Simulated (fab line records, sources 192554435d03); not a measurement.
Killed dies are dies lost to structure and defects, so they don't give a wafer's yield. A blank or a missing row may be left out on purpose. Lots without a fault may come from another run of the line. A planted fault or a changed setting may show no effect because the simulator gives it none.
fab line records | flow n5_finfet
record lots=9 wafers=27 last_day=17
route steps=1938 shown SDB@364 DUMMY_REMOVAL@382 BEOL_M4@1111
lots that met no fault: from a run of the same line without faults
start_h: hours from the record's first day to the start of the lot's first wafer shown | wait_h: hours since the lot's step before | " the same as in the row above | L1.1+2: a row that stands for several wafers | - no value, or no start given | * or withheld: withheld | < > ~ a bound
route shown NAME@n: a module of which the file shows steps, and the number in the route of the first | usual: mean/standard deviation of fault-free wafers | same: alike in all rows | chamber/n: place in a boat | sites: the reading at each site | _std_site: their standard deviation | _edge_site: outer sites' mean less inner sites' | radius_mm: how far each site lies from the wafer's centre | mask NAME#n: copy n | behind: the tool/chamber that last shaped the wafer | hold: why the lot was held/for how many hours/how that ended | device: the transistor (n, p or np) that didn't switch | end of line: the same wafers' tests at the end of the route | a step without rows: its recipe alone | killed: dies lost to structure and defects at the first sort, not the wafer's yield | map: a wafer's dies, x killed, . not, _ none there
set.NAME: the setting as run; set.NAME@STEP: as run at that earlier step | model.NAME: the simulator's own value behind a step, which no gauge read
steps of the route over a sample of lots; a table a step, a row a wafer
services: from which hour (start_h, from the record's first day; less than 0 if before it) a tool's chamber was out of use, for how many hours, and why
## steps
# step N5_SDB_HM_OPEN_20
# recipe chemistry=CH3F/O2 target=SiNx mask_material=SOC target_depth_a=240 stop_on=poly-Si over_etch_frac=0.4 ion_energy_ev=120 pressure_mtorr=30 source_w=395 bias_w=73 Ar_flow_sccm=150 CH3F_flow_sccm=30 O2_flow_sccm=20
# usual bias_w=73.02/0.19 drypump_motor_current_A=5.8/0.46 oes_o_777_au=0.80/0.098 oes_product_au=0.65/0.079 rf_vpp_V=295/4.5 showerhead_plenum_p_Torr=2.02/0.05 throttle_valve_pct=16.40/0.24
# columns lot.wafer tool chamber start_h wait_h bias_w drypump_motor_current_A oes_o_777_au oes_product_au rf_hours_counter_h rf_vpp_V showerhead_plenum_p_Torr throttle_valve_pct
L927.2 rie_diel-03 1 88.26 0.0 72.90 6.0 0.99 0.78 2 293 1.98 16.26
L927.5 " 3 " " 72.93 5.8 0.75 0.59 - 290 1.96 16.28
L927.6 " 0 " " 72.79 5.8 0.67 0.57 - 301 2.05 16.77
L928.1 rie_diel-01 0 94.14 0.0 73.36 6.7 0.73 0.58 224 293 2.06 16.58
L928.3 " 2 " " 72.82 5.3 0.73 0.59 207 289 1.98 16.55
L928.5 " 1 " " 72.76 6.4 0.90 0.75 - 299 2.04 15.94
L929.1 rie_diel-01 3 100.24 0.0 73.30 5.4 0.72 0.60 195 296 1.99 16.48
L929.2 " 2 " " 73.01 5.3 0.74 0.59 209 290 1.98 16.58
L929.4 " 1 " " 73.06 6.4 0.90 0.73 39 299 2.04 15.94
L939.1 rie_diel-03 1 161.89 0.0 73.00 6.0 0.90 0.71 38 291 1.97 16.34
L939.2 " 0 " " 72.97 5.9 0.92 0.76 10 301 2.04 16.31
L939.4 " 2 " " 73.33 5.3 0.90 0.74 - 294 2.04 16.29
L940.3 rie_diel-06 0 163.45 0.0 73.20 5.1 0.78 0.65 129 304 2.10 16.39
L940.4 " 2 " " 73.34 5.6 0.71 0.58 243 301 2.06 16.66
L940.6 " 3 " " 72.84 5.6 0.78 0.63 - 293 1.98 16.65
L941.1 rie_diel-03 0 171.81 0.0 72.93 5.9 0.91 0.76 13 300 2.04 16.32
L941.3 " 3 " " 72.96 5.7 1.01 0.80 4 291 1.95 15.84
L941.4 " 2 " " 73.05 5.3 0.90 0.74 27 293 2.04 16.27
L942.2 rie_diel-01 1 173.60 0.0 73.12 6.4 0.86 0.71 67 299 2.03 16.00
L942.4 " 3 " " 72.81 5.5 0.71 0.58 - 295 1.98 16.51
L942.6 " 1 " " 72.73 6.4 0.86 0.70 - 299 2.03 15.99
L943.2 rie_diel-06 1 180.63 0.0 73.55 6.0 0.92 0.73 34 299 2.14 16.13
L943.5 " 2 " " 72.70 5.6 0.70 0.56 - 300 2.05 16.65
L943.6 " 3 " " 72.93 5.7 0.77 0.63 - 295 1.98 16.66
L946.2 rie_diel-01 2 200.26 0.0 72.93 5.3 0.71 0.56 247 288 1.97 16.65
L946.3 " 0 " " 72.71 6.7 0.97 0.77 5 291 2.05 16.12
L946.4 " 1 " " 73.09 6.5 0.85 0.70 78 299 2.02 16.03
# step N5_SDB_STRIP_22
# recipe chemistry=N2/H2 power_w=1000 temp_c=250 h2_frac=0.65 overash_fraction=0.3 pressure_mtorr=withheld n2_flow_sccm=1750 h2_flow_sccm=3250
# usual drypump_motor_current_A=5.8/0.4 h2_flow_sccm=3249/10 heater_power_w=326/24 oes_product_au=0.714/0.0045 strip_time_to_endpoint_s=96.2/0.42
# columns lot.wafer tool chamber start_h wait_h drypump_motor_current_A h2_flow_sccm heater_power_w oes_product_au rf_hours_counter_h strip_time_to_endpoint_s
L927.2 plasma_asher-02 0 88.35 0.1 5.3 3235 304 0.713 95 95.9
L927.5 " 0 " " 5.3 3245 307 0.713 - 95.8
L927.6 " 1 " " 5.5 3233 351 0.719 - 96.5
L928.1 plasma_asher-02 1 94.22 0.1 5.4 3255 363 0.712 96 96.5
L928.3 " 0 " " 5.3 3248 294 0.717 - 96.2
L928.5 " 1 " " 5.4 3232 366 0.718 - 95.9
L929.1 plasma_asher-01 1 100.32 0.1 6.1 3235 343 0.711 41 96.3
L929.2 " 0 " " 6.2 3270 305 0.712 41 96.4
L929.4 " 1 " " 6.1 3245 338 0.712 - 96.0
L939.1 plasma_asher-02 1 161.97 0.1 5.4 3252 361 0.710 112 95.8
L939.2 " 0 " " 5.3 3252 310 0.719 112 95.8
L939.4 " 1 " " 5.5 3248 360 0.717 - 96.3
L940.3 plasma_asher-01 1 163.58 0.1 6.1 3240 347 0.705 - 96.3
L940.4 " 0 " " 6.2 3247 302 0.720 - 96.2
L940.6 " 0 " " 6.2 3261 300 0.709 - 95.8
L941.1 plasma_asher-01 1 171.89 0.1 6.1 3231 331 0.706 54 96.5
L941.3 " 0 " " 6.2 3245 302 0.710 - 96.1
L941.4 " 1 " " 6.1 3232 336 0.715 - 97.0
L942.2 plasma_asher-01 1 173.68 0.1 6.1 3244 333 0.709 54 95.8
L942.4 " 1 " " 6.1 3247 342 0.716 - 95.8
L942.6 " 1 " " 6.1 3252 345 0.721 - 95.7
L943.2 plasma_asher-02 0 180.71 0.1 5.3 3270 302 0.716 115 95.8
L943.5 " 1 " " 5.4 3247 349 0.715 - 96.3
L943.6 " 0 " " 5.3 3253 306 0.712 - 95.6
L946.2 plasma_asher-01 1 200.34 0.1 6.1 3268 337 0.720 60 96.0
L946.3 " 0 " " 6.2 3261 310 0.709 - 95.8
L946.4 " 1 " " 6.1 3259 343 0.713 - 95.4
# step N5_SDB_INSPECT_36
# recipe inspect_instrument=darkfield mode=post_cmp
# usual raw_defect_count=36/19
# columns lot.wafer tool chamber start_h wait_h raw_defect_count
L927.2 defect_inspect-02 - 92.20 0.0 20
L927.5 " - " " 15
L927.6 " - " " 13
L928.1 defect_inspect-01 - 98.47 0.0 49
L928.3 " - " " 145
L928.5 " - " " 56
L929.1 defect_inspect-02 - 103.86 0.0 31
L929.2 " - " " 22
L929.4 " - " " 15
L939.1 defect_inspect-01 - 165.51 0.0 23
L939.2 " - " " 30
L939.4 " - " " 16
L940.3 defect_inspect-02 - 167.69 0.0 21
L940.4 " - " " 36
L940.6 " - " " 34
L941.1 defect_inspect-02 - 175.78 0.0 34
L941.3 " - " " 14
L941.4 " - " " 34
L942.2 defect_inspect-01 - 177.78 0.0 16
L942.4 " - " " 14
L942.6 " - " " 40
L943.2 defect_inspect-01 - 184.25 0.0 22
L943.5 " - " " 44
L943.6 " - " " 25
L946.2 defect_inspect-02 - 203.88 0.0 29
L946.3 " - " " 46
L946.4 " - " " 24
# step N5_DUMMY_REMOVAL_PRECLEAN_08
# recipe chemistry=NF3:NH3 afs_cycles=2 temp_c=30 time_s=20 sublimation_temp_c=180 sublimation_time_s=60 pressure_torr=3 rf_power_w=30
# usual pressure_torr=3.000/0.0071 rf_power_w=30.01/0.083 temp_c=30.01/0.11
# columns lot.wafer tool chamber start_h wait_h pressure_torr rf_power_w temp_c
L927.2 remote_plasma-01 1 92.49 0.1 2.995 30.06 30.02
L927.5 " 1 " " 2.994 30.02 30.05
L927.6 " 1 " " 2.994 29.92 29.75
L928.1 remote_plasma-02 0 98.74 0.0 2.999 30.05 28.94
L928.3 " 0 " " 3.001 30.14 29.01
L928.5 " 0 " " 2.996 30.14 28.86
L929.1 remote_plasma-02 0 104.13 0.0 3.013 30.08 28.86
L929.2 " 0 " " 3.008 30.00 28.76
L929.4 " 0 " " 3.004 30.08 28.74
L939.1 remote_plasma-01 0 165.78 0.0 2.993 29.93 30.07
L939.2 " 0 " " 2.997 30.09 29.89
L939.4 " 0 " " 2.984 30.00 30.10
L940.3 remote_plasma-02 1 168.26 0.1 2.996 29.94 30.04
L940.4 " 1 " " 3.000 29.96 29.99
L940.6 " 1 " " 2.993 29.86 30.11
L941.1 remote_plasma-02 0 176.08 0.0 3.018 30.20 30.08
L941.3 " 0 " " 3.004 30.20 30.04
L941.4 " 0 " " 3.004 30.06 30.20
L942.2 remote_plasma-02 1 178.14 0.1 2.994 30.01 30.08
L942.4 " 1 " " 2.999 30.07 30.04
L942.6 " 1 " " 2.995 29.98 30.23
L943.2 remote_plasma-02 0 184.55 0.1 2.998 29.99 29.84
L943.5 " 0 " " 3.004 29.97 29.92
L943.6 " 0 " " 3.000 30.01 29.86
L946.2 remote_plasma-02 0 204.34 0.2 3.002 30.10 30.01
L946.3 " 0 " " 2.999 29.91 30.07
L946.4 " 0 " " 3.004 29.98 29.99
# step N5_BEOL_M4_RC_MEAS_101
# usual DIBL_N=36.0/1.7 DIBL_P=36.0/2 IOFF_N=0.156/0.028 IOFF_P=0.21/0.04 ION_N=673/12 ION_P=463/8.3 SS_N=71.4/0.6 SS_P=73.3/0.66 VT_N=250/3 VT_P=-250/3.8
# columns lot.wafer tool chamber start_h wait_h DIBL_N[mV/V] DIBL_P[mV/V] IOFF_N[nA/um] IOFF_P[nA/um] ION_N[uA/um] ION_P[uA/um] SS_N[mV/dec] SS_P[mV/dec] VT_N[mV] VT_P[mV]
L927.2 prober-02 0 179.55 0.5 36.9 36.3 0.167 0.18 677 461 71.3 73.6 250 -254
L927.5 " 0 " " 36.9 35.9 0.153 0.18 660 448 71.9 73.7 255 -255
L927.6 " 0 " " 34.7 34.3 0.123 0.16 672 457 70.7 72.6 254 -254
L928.1 prober-01 0 181.50 0.0 36.3 38.9 0.166 0.26 684 469 72.0 73.6 249 -245
L928.3 " 0 " " 35.6 36.3 0.152 0.22 667 466 71.8 72.4 253 -247
L928.5 " 0 " " 34.9 36.7 0.140 0.21 660 462 70.9 73.0 251 -249
L929.1 prober-01 0 190.45 0.0 34.7 33.7 0.118 0.17 652 454 71.2 73.1 255 -253
L929.2 " 0 " " 37.7 38.0 0.168 0.24 669 465 72.3 73.6 250 -246
L929.4 " 0 " " 35.2 34.2 0.135 0.18 671 463 71.0 72.9 250 -252
L939.1 prober-02 0 254.02 0.0 38.0 39.2 0.202 0.22 691 464 72.0 74.4 245 -251
L939.2 " 0 " " 36.2 36.7 0.174 0.19 681 458 71.3 73.9 248 -252
L939.4 " 0 " " 33.9 34.5 0.133 0.16 667 457 70.4 73.4 251 -256
L940.3 prober-02 0 263.12 0.3 38.2 39.8 0.180 0.26 676 466 71.8 73.4 248 -246
L940.4 " 0 " " 37.0 38.4 0.150 0.23 660 456 71.2 73.9 251 -247
L940.6 " 0 " " 34.4 35.9 0.121 0.20 663 460 70.9 72.9 253 -250
L941.1 prober-02 0 274.15 0.0 38.8 38.5 0.179 0.24 675 463 71.9 73.6 249 -250
L941.3 " 0 " " 37.1 36.2 0.156 0.22 687 470 71.3 72.2 248 -248
L941.4 " 0 " " 37.9 36.2 0.163 0.22 672 460 71.2 72.9 251 -249
L942.2 prober-01 0 275.87 0.2 34.1 35.3 0.130 0.16 660 447 71.4 72.9 252 -257
L942.4 " 0 " " 33.2 33.7 0.116 0.15 672 451 71.2 72.9 251 -256
L942.6 " 0 " " 32.0 32.7 0.098 0.13 652 450 70.7 72.6 257 -257
L943.2 prober-02 0 289.62 0.2 34.4 34.3 0.118 0.18 667 462 70.8 72.6 256 -251
L943.5 " 0 " " 35.9 36.0 0.145 0.21 662 456 71.1 73.1 250 -251
L943.6 " 0 " " 34.5 33.9 0.125 0.18 662 463 71.1 72.5 252 -252
L946.2 prober-01 0 298.67 0.2 35.1 35.2 0.132 0.16 676 463 70.9 72.4 251 -254
L946.3 " 0 " " 36.1 36.0 0.156 0.18 674 461 71.5 73.2 250 -256
L946.4 " 0 " " 35.9 36.8 0.150 0.19 680 462 71.0 72.9 251 -253
## services
# columns tool chamber start_h hours kind
plasma_asher-01 - 66.64 4.5 repair
rie_diel-06 2 78.60 4.3 repair
rie_diel-01 3 80.46 4.2 repair
remote_plasma-01 - 84.85 1.1 repair
rie_diel-03 2 91.31 7.1 repair
rie_diel-03 2 98.71 - clean
rie_diel-03 2 98.71 - consumable_replace:focus_ring
rie_diel-03 2 98.71 21.3 scheduled_down
rie_diel-03 2 98.71 21.3 vent_cycle
rie_diel-03 - 111.30 2.4 repair
plasma_asher-01 - 119.53 9.3 repair
rie_diel-03 0 120.24 - clean
rie_diel-03 0 120.24 - consumable_replace:focus_ring
rie_diel-03 0 120.24 20.2 scheduled_down
rie_diel-03 0 120.24 20.2 vent_cycle
rie_diel-06 1 132.23 6.0 repair
rie_diel-06 0 133.63 5.5 repair
rie_diel-06 - 139.31 0.5 repair
rie_diel-03 3 140.46 - clean
rie_diel-06 3 155.87 5.8 repair
rie_diel-01 0 167.59 - clean
rie_diel-01 0 167.59 - consumable_replace:focus_ring
rie_diel-01 0 167.59 20.5 scheduled_down
rie_diel-01 0 167.59 20.5 vent_cycle
## key
first_sign step=N5_DUMMY_REMOVAL_PRECLEAN_08 reading=temp_c direction=down sigmas=11 usual=* struck=*
effect none on later readings
met_at N5_DUMMY_REMOVAL_PRECLEAN_08
struck_lots L928,L929
not_acting_at N5_SDB_HM_OPEN_20,N5_SDB_STRIP_22,N5_SDB_INSPECT_36
fault kind=process_parameter_drift tool=remote_plasma-02 chamber=- onset_h=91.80 steps=N5_DUMMY_REMOVAL_PRECLEAN_08 channel=temp_c offset=* shape=step end_h=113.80 acts_in=* stated=*
